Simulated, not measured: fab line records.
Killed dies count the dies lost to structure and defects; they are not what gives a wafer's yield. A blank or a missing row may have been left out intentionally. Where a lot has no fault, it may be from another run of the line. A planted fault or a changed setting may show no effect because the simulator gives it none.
Problem report in the 8D (eight disciplines) form, filled by code | flow n5-finfet | the parts of the form that need people (team, actions taken, sign-off) are left out

## 1. WHAT IS WRONG
Wafers without a fault read 87.7 s, standard deviation 0.45; run-length-s at N5_BEOL_M1_VIA_ETCH_34 reads a mean of 112.2 s on 2 wafers belonging to 2 lots. That puts it +54 standard deviations away from the usual mean.
The step: etches the open film in C4F6/O2, target depth 67.8 nm, time 64.4 s.
Seen first at day 11 04:14 on rie-diel-01, wafer L966.1. The record has a number at this step for 16 wafers belonging to 6 lots. Rule for "out", or "out of limits": more than 4 standard deviations from the usual mean. The rest of the wafers with a number are treated as sound.

## 2. WHAT IT IS AND WHAT IT IS NOT
question                    | is                | is not
which readings at this step | run-length-s      | drypump-motor-current-A, oes-product-au, rf-fwd-power-W, rf-vpp-V, showerhead-plenum-p-Torr, throttle-valve-pct
which lots                  | L966, L969        | L954, L962, L972, L973
which wafers of those lots  | L966.1, L969.1    | L966.5, L969.3
read on which tools         | rie-diel-01       | rie-diel-04
when                        | from day 11 04:14 | up to then (7 sound wafers); but 7 sound wafers of L969, L972, L973 came after

## 3. WHAT RULES OUT EACH SUSPECT
Counting: a tool at a process step up to the reading stays a suspect if it ran every lot that is out. Sound lots after the first of them don't rule it out here, since some wafers of a struck lot are sound.
- rie-diel-01 at N5_BEOL_M1_ETCHBACK_99 (etches SiO2 in CHF3, target depth 5 nm, time 10.4 s): kept. It ran every lot that is out, first L966 (day 11 04:07); its last sound lot up to then is L962 (day 9 16:55).
- rie-diel-01 at N5_BEOL_M1_VIA_ETCH_34 (etches the open film in C4F6/O2, target depth 67.8 nm, time 64.4 s): kept. It ran every lot that is out, first L966 (day 11 04:14); its last sound lot up to then is L962 (day 9 17:02). Its own run-length-s readings are out on those wafers.
What counting leaves: rie-diel-01 at N5_BEOL_M1_ETCHBACK_99 and rie-diel-01 at N5_BEOL_M1_VIA_ETCH_34.

## 4. THE CAUSE (what the simulator had put in)
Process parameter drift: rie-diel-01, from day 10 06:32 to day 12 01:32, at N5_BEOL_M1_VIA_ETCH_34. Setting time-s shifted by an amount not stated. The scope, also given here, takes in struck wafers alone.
This tool is one of the 2 suspects left after counting.

## 5. SEQUENCE OF EFFECTS, ordered by route
Each row: a reading whose mean over the struck wafers that have a number lies more than 3 standard deviations from the usual. Only readings for which the record gives a usual standard deviation are gone through. hours: the time from each lot's start at the first step in this table that gives one to its start at this step, as a median over the lots. sigmas: the change in usual standard deviations.
hours | step                   | reading      | usual  | on struck wafers | change | sigmas
0     | N5_BEOL_M1_VIA_ETCH_34 | run-length-s | 87.7 s | 112.2            | +24.5  | +54
Its process steps:
- N5_BEOL_M1_VIA_ETCH_34: etches the open film in C4F6/O2, target depth 67.8 nm, time 64.4 s.
Later steps that measure or inspect, where all struck wafers having a row at the step show a number for every such reading and not one has moved that far: N5_BEOL_M4_RC_MEAS_101.

## 6. WHAT WOULD HAVE CAUGHT IT SOONER
In this record the first reading out of limits was taken at day 11 04:14, 22 hours after the fault began at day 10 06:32.
